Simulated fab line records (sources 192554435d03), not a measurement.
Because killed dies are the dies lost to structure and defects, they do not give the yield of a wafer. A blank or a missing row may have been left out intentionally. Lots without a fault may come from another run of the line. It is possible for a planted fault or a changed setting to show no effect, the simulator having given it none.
Which tool is to blame? + flow n5_finfet + 8 lots with 24 wafers sampled at 6 steps, on a route of 1938 steps

== WHAT EACH GAUGE READ, for each wafer ==
N5_BEOL_M4_RC_MEAS_101. Usual: DIBL_N 35.8 mV/V, standard deviation 1.4; DIBL_P 35.8 mV/V, standard deviation 1.6; IOFF_N 0.152 nA/um, standard deviation 0.021; IOFF_P 0.204 nA/um, standard deviation 0.027; ION_N 672 uA/um, standard deviation 8.7; ION_P 461 uA/um, standard deviation 6.2; SS_N 71.5 mV/dec, standard deviation 0.54; SS_P 73.1 mV/dec, standard deviation 0.57; VT_N 250.0 mV, standard deviation 2.5; VT_P -250.6 mV, standard deviation 2.7.
| lot  | measured     | on        | DIBL_N (mV/V)  | DIBL_P (mV/V)  | IOFF_N (nA/um)    | IOFF_P (nA/um)    | ION_N (uA/um) | ION_P (uA/um) | SS_N (mV/dec)  | SS_P (mV/dec)  | VT_N (mV)         | VT_P (mV)            | flag |
|------|--------------|-----------|----------------|----------------|-------------------|-------------------|---------------|---------------|----------------|----------------|-------------------|----------------------|------|
| L274 | day 8 16:16  | prober-01 | 35.2 33.2 34.6 | 35.6 33.7 34.7 | 0.168 0.141 0.152 | 0.230 0.197 0.206 | 678 680 673   | 466 463 463   | 71.2 70.2 71.4 | 72.4 72.3 73.0 | 247.5 251.0 249.4 | -248.2 -248.5 -247.2 |      |
| L275 | day 9 00:26  | prober-01 | 36.7 35.8 35.3 | 38.0 37.4 36.7 | 0.175 0.163 0.156 | 0.212 0.192 0.185 | 683 692 680   | 463 462 461   | 72.8 72.6 72.0 | 73.2 72.9 72.8 | 251.0 249.6 250.9 | -252.0 -252.6 -254.4 |      |
| L278 | day 9 07:11  | prober-02 | 35.7 35.0 35.7 | 36.7 35.6 37.1 | 0.159 0.147 0.171 | 0.223 0.202 0.229 | 679 667 686   | 466 464 463   | 72.1 71.3 71.1 | 73.0 72.2 72.8 | 247.3 246.3 245.7 | -249.0 -247.8 -248.5 |      |
| L281 | day 10 09:29 | prober-02 | 36.6 36.0 33.9 | 37.1 37.2 34.4 | 0.160 0.155 0.123 | 0.233 0.227 0.188 | 679 671 679   | 465 467 468   | 71.1 71.5 71.0 | 72.5 73.1 72.1 | 248.2 247.8 251.9 | -248.4 -247.3 -248.1 |      |
| L297 | day 13 21:54 | prober-01 | 35.5 36.2 35.4 | 34.8 35.3 34.3 | 0.152 0.175 0.147 | 0.199 0.220 0.200 | 663 669 670   | 452 461 460   | 72.0 72.1 71.0 | 72.9 72.5 72.5 | 249.4 246.1 251.8 | -251.6 -247.8 -249.4 |      |
| L296 | day 14 04:25 | prober-02 | 36.5 36.4 36.7 | 34.4 34.3 34.6 | 0.165 0.173 0.174 | 0.203 0.205 0.209 | 681 680 670   | 463 457 466   | 71.1 71.3 71.8 | 74.1 72.7 73.6 | 247.6 247.0 247.0 | -251.2 -249.2 -248.4 |      |

== EACH LOT AND THE TOOL THAT RAN IT (in order: tool; ch and the chambers of the sampled wafers; start) ==
| lot  | N5_HKMG_FIN_CMP_23            | N5_GATE_CUT_ETCHBACK_00           | N5_GATE_CUT_CMP_02            | N5_GATE_CUT_HM_DEP_46           | N5_GATE_CUT_ETCH_19                |
|------|-------------------------------|-----------------------------------|-------------------------------|---------------------------------|------------------------------------|
| L274 | cmp-04 ch 1,2, day 4 12:28    | rie_metal-02 ch 0,1, day 4 13:13  | cmp-01 ch 1,2,3, day 4 16:11  | pecvd-03 ch 0,2, day 4 16:29    | rie_diel-04 ch 0,2,3, day 4 17:22  |
| L275 | cmp-03 ch 0,2, day 4 12:46    | rie_metal-01 ch 0,1, day 4 13:29  | cmp-03 ch 0,2,3, day 4 16:43  | pecvd-03 ch 0,1,2, day 4 17:02  | rie_diel-06 ch 1,2,3, day 4 17:57  |
| L278 | cmp-03 ch 0,1,2, day 5 08:25  | rie_metal-03 ch 0,1, day 5 09:12  | cmp-01 ch 1,2,3, day 5 12:02  | pecvd-04 ch 1,2, day 5 12:22    | rie_diel-06 ch 0,1,2, day 5 13:55  |
| L281 | cmp-04 ch 0,1,2, day 6 00:01  | rie_metal-02 ch 0, day 6 00:33    | cmp-02 ch 0,2,3, day 6 03:53  | pecvd-04 ch 0,2, day 6 04:05    | rie_diel-03 ch 0,1,3, day 6 04:59  |
| L290 | cmp-04 ch 0,1,3, day 8 09:46  | rie_metal-03 ch 0,1, day 8 10:31  | cmp-02 ch 0,2,3, day 8 14:43  | pecvd-04 ch 0,1, day 8 15:03    | rie_diel-04 ch 0,2,3, day 8 15:51  |
| L291 | cmp-01 ch 2,3, day 8 12:21    | rie_metal-02 ch 0,1, day 8 13:05  | cmp-01 ch 2,3, day 8 16:56    | pecvd-02 ch 0,2, day 8 17:14    | rie_diel-03 ch 2,3, day 8 18:04    |
| L297 | cmp-01 ch 1,2, day 9 23:31    | rie_metal-03 ch 0,1, day 10 00:19 | cmp-01 ch 0,3, day 10 03:17   | pecvd-04 ch 0,1, day 10 03:38   | rie_diel-06 ch 0,1, day 10 04:31   |
| L296 | cmp-04 ch 1,2,3, day 10 03:41 | rie_metal-03 ch 0,1, day 10 04:26 | cmp-02 ch 0,1,3, day 10 07:24 | pecvd-02 ch 0,1,2, day 10 07:42 | rie_diel-04 ch 0,1,3, day 10 08:31 |
- N5_HKMG_FIN_CMP_23: polishes, stops on SiNx, t overpolish 10 s, target thk 46.326 nm.
- N5_GATE_CUT_ETCHBACK_00: etches W in SF6/Cl2.
- N5_GATE_CUT_CMP_02: polishes, stops on SiO2, t overpolish 12.7 s, target thk 0 nm.
- N5_GATE_CUT_HM_DEP_46: deposits SiO2 from TEOS/O2, target thk 130 nm, time 26.6 s.
- N5_GATE_CUT_ETCH_19: etches SiNx in CH3F/O2, target depth 53.7 nm, time 76.7 s.

== AS READ BY THE TOOLS THEMSELVES (means over the sampled wafers that have a number; for cases with no such wafer, the mark the record gives instead) ==
N5_HKMG_FIN_CMP_23. Usual: edge_zone_pressure_frac 1.000, standard deviation 0.0052; head_pressure_psi 3.999 psi, standard deviation 0.0087; motor_current_A 11.2 A, standard deviation 1.5; overpolish_run_s 10.001 s, standard deviation 0.0089; slurry_filter_dp_kPa 13.50 kPa, standard deviation 0.13; slurry_flow_ml_min 150.0, standard deviation 0.46; time_to_endpoint_s 12.3 s, standard deviation 2.
| lot  | tool   | edge_zone_pressure_frac | head_pressure_psi (psi) | motor_current_A (A) | overpolish_run_s (s) | slurry_filter_dp_kPa (kPa) | slurry_flow_ml_min | time_to_endpoint_s (s) | flag |
|------|--------|-------------------------|-------------------------|---------------------|----------------------|----------------------------|--------------------|------------------------|------|
| L274 | cmp-04 | 1.000                   | 3.996                   | 11.4                | 9.998                | 13.56                      | 150.3              | 12.7                   |      |
| L275 | cmp-03 | 0.999                   | 3.998                   | 12.8                | 10.001               | 13.41                      | 149.6              | 12.5                   |      |
| L278 | cmp-03 | 0.999                   | 4.002                   | 12.3                | 9.993                | 13.59                      | 150.4              | 12.1                   |      |
| L281 | cmp-04 | 1.000                   | 4.005                   | 11.2                | 9.994                | 13.51                      | 149.7              | 12.0                   |      |
| L290 | cmp-04 | 1.000                   | 4.000                   | 10.6                | 10.001               | 13.38                      | 150.3              | 7.7                    |      |
| L291 | cmp-01 | 1.001                   | 4.003                   | 10.0                | 10.001               | 13.39                      | 150.0              | 12.8                   |      |
| L297 | cmp-01 | 0.997                   | 3.999                   | 12.1                | 10.001               | 13.43                      | 149.8              | 15.0                   |      |
| L296 | cmp-04 | 0.998                   | 4.001                   | 11.3                | 9.997                | 13.59                      | 149.9              | 11.7                   |      |

N5_GATE_CUT_ETCHBACK_00. Usual: drypump_motor_current_A 5.4 A, standard deviation 0.51; oes_product_au 0.75 a.u., standard deviation 0.1; rf_fwd_power_W 895.4 W, standard deviation 2.6; throttle_valve_pct 27.46 %, standard deviation 0.26.
| lot  | tool         | drypump_motor_current_A (A) | oes_product_au (a.u.) | rf_fwd_power_W (W) | throttle_valve_pct (%) | flag |
|------|--------------|-----------------------------|-----------------------|--------------------|------------------------|------|
| L274 | rie_metal-02 | 5.5                         | 0.60                  | 894.1              | 27.73                  |      |
| L275 | rie_metal-01 | 5.9                         | 0.77                  | 892.3              | 27.31                  |      |
| L278 | rie_metal-03 | 4.9                         | 0.84                  | 897.7              | 27.37                  |      |
| L281 | rie_metal-02 | 5.3                         | 0.65                  | 894.4              | 27.75                  |      |
| L290 | rie_metal-03 | 4.9                         | 0.81                  | 896.0              | 27.38                  |      |
| L291 | rie_metal-02 | 5.5                         | 0.83                  | 897.5              | 27.56                  |      |
| L297 | rie_metal-03 | 4.9                         | 0.74                  | 896.9              | 27.59                  |      |
| L296 | rie_metal-03 | 4.9                         | 0.79                  | 897.5              | 27.40                  |      |

N5_GATE_CUT_CMP_02. Usual: edge_zone_pressure_frac 1.000, standard deviation 0.0048; head_pressure_psi 2.500 psi, standard deviation 0.0054; motor_current_A 9.0 A, standard deviation 0.99; overpolish_run_s 12.701 s, standard deviation 0.0088; slurry_filter_dp_kPa 13.51 kPa, standard deviation 0.12; slurry_flow_ml_min 150.0, standard deviation 0.47; time_to_endpoint_s 25.9 s, standard deviation 2.
| lot  | tool   | edge_zone_pressure_frac | head_pressure_psi (psi) | motor_current_A (A) | overpolish_run_s (s) | slurry_filter_dp_kPa (kPa) | slurry_flow_ml_min | time_to_endpoint_s (s) | flag |
|------|--------|-------------------------|-------------------------|---------------------|----------------------|----------------------------|--------------------|------------------------|------|
| L274 | cmp-01 | 1.001                   | 2.503                   | 8.7                 | 12.701               | 13.61                      | 150.2              | 23.2                   |      |
| L275 | cmp-03 | 0.999                   | 2.500                   | 9.9                 | 12.709               | 13.53                      | 150.3              | 24.5                   |      |
| L278 | cmp-01 | 0.997                   | 2.494                   | 8.4                 | 12.694               | 13.52                      | 150.1              | 27.8                   |      |
| L281 | cmp-02 | 1.001                   | 2.503                   | 9.2                 | 12.698               | 13.36                      | 149.7              | 29.3                   |      |
| L290 | cmp-02 | -                       | -                       | -                   | -                    | -                          | -                  | -                      | OFF  |
| L291 | cmp-01 | -                       | -                       | -                   | -                    | -                          | -                  | -                      | OFF  |
| L297 | cmp-01 | 1.004                   | 2.496                   | 8.4                 | 12.696               | 13.54                      | 149.9              | 26.4                   |      |
| L296 | cmp-02 | 1.000                   | 2.499                   | 10.0                | 12.695               | 13.49                      | 149.8              | 24.2                   |      |

N5_GATE_CUT_HM_DEP_46. Usual: heater_power_w 529 W, standard deviation 74; rf_fwd_power_W 892 W, standard deviation 3.8; showerhead_plenum_p_Torr 8.35 Torr, standard deviation 0.032; throttle_valve_pct 18.4 %, standard deviation 1.1.
| lot  | tool     | heater_power_w (W) | rf_fwd_power_W (W) | showerhead_plenum_p_Torr (Torr) | throttle_valve_pct (%) | flag |
|------|----------|--------------------|--------------------|---------------------------------|------------------------|------|
| L274 | pecvd-03 | 531                | 894                | 8.36                            | 17.3                   |      |
| L275 | pecvd-03 | 504                | 892                | 8.37                            | 18.7                   |      |
| L278 | pecvd-04 | 479                | 886                | 8.34                            | 18.3                   |      |
| L281 | pecvd-04 | 550                | 894                | 8.30                            | 18.4                   |      |
| L290 | pecvd-04 | 484                | 890                | 8.35                            | 18.0                   |      |
| L291 | pecvd-02 | 499                | 895                | 8.37                            | 18.1                   |      |
| L297 | pecvd-04 | 533                | 889                | 8.37                            | 18.0                   |      |
| L296 | pecvd-02 | 504                | 896                | 8.36                            | 19.0                   |      |

N5_GATE_CUT_ETCH_19. Usual: CH3F_flow_sccm 30.00 sccm, standard deviation 0.087; drypump_motor_current_A 5.8 A, standard deviation 0.33; etch_rf_on_time_s 76.6 s, standard deviation 0.86; mfc_ar_sccm 150.0 sccm, standard deviation 0.48; oes_product_au 0.67 a.u., standard deviation 0.071; rf_fwd_power_W 390.6 W, standard deviation 1.4; rf_vpp_V 298 V, standard deviation 3; showerhead_plenum_p_Torr 2.01 Torr, standard deviation 0.073; throttle_valve_pct 16.35 %, standard deviation 0.28.
| lot  | tool        | CH3F_flow_sccm (sccm) | drypump_motor_current_A (A) | etch_rf_on_time_s (s) | mfc_ar_sccm (sccm) | oes_product_au (a.u.) | rf_fwd_power_W (W) | rf_vpp_V (V) | showerhead_plenum_p_Torr (Torr) | throttle_valve_pct (%) | flag |
|------|-------------|-----------------------|-----------------------------|-----------------------|--------------------|-----------------------|--------------------|--------------|---------------------------------|------------------------|------|
| L274 | rie_diel-04 | 30.02                 | 5.8                         | 76.0                  | 149.9              | 0.73                  | 391.9              | 296          | 2.05                            | 16.20                  |      |
| L275 | rie_diel-06 | 30.08                 | 5.9                         | 76.5                  | 150.0              | 0.65                  | 391.4              | 299          | 1.92                            | 16.36                  |      |
| L278 | rie_diel-06 | 30.05                 | 5.7                         | 76.5                  | 149.8              | 0.64                  | 390.4              | 299          | 1.98                            | 16.62                  |      |
| L281 | rie_diel-03 | 29.98                 | 6.0                         | 77.7                  | 149.9              | 0.65                  | 389.7              | 301          | 2.00                            | 16.32                  |      |
| L290 | rie_diel-04 | 29.94                 | 5.9                         | 81.6                  | 150.2              | 1.22                  | 391.2              | 297          | 2.04                            | 16.12                  | OFF  |
| L291 | rie_diel-03 | 29.94                 | 6.2                         | 83.8                  | 149.4              | 1.13                  | 391.2              | 300          | 1.97                            | 16.34                  | OFF  |
| L297 | rie_diel-06 | 29.97                 | 5.8                         | 76.5                  | 149.7              | 0.62                  | 390.1              | 300          | 1.96                            | 16.65                  |      |
| L296 | rie_diel-04 | 30.03                 | 5.7                         | 76.8                  | 150.2              | 0.68                  | 390.9              | 296          | 2.05                            | 16.22                  |      |

== THE ANSWER, worked out from the rows above alone ==
Rule: take the mean of a lot's wafers that have a number; if it is more than 3 standard deviations from the usual mean, the lot is off. A lot without any number at a reading at which 4 lots or more have one is off too. Any other lot the step has rows for is counted as sound. The gauges are gone through in route order, then the tools' own readings, and for those a lot's mean is taken as printed above. At the first step where some lot is off, the reading lying furthest off is the one used; lots without a number count as furthest.
Off, at N5_GATE_CUT_CMP_02 on edge_zone_pressure_frac: L290, L291. Without a number there: L290, L291.
A tool fits if, at that step or a process step before it, it ran every lot that is off, and no sound lot after the first of them. None of those tried fits.

== WHAT THE SIMULATOR PUT IN ==
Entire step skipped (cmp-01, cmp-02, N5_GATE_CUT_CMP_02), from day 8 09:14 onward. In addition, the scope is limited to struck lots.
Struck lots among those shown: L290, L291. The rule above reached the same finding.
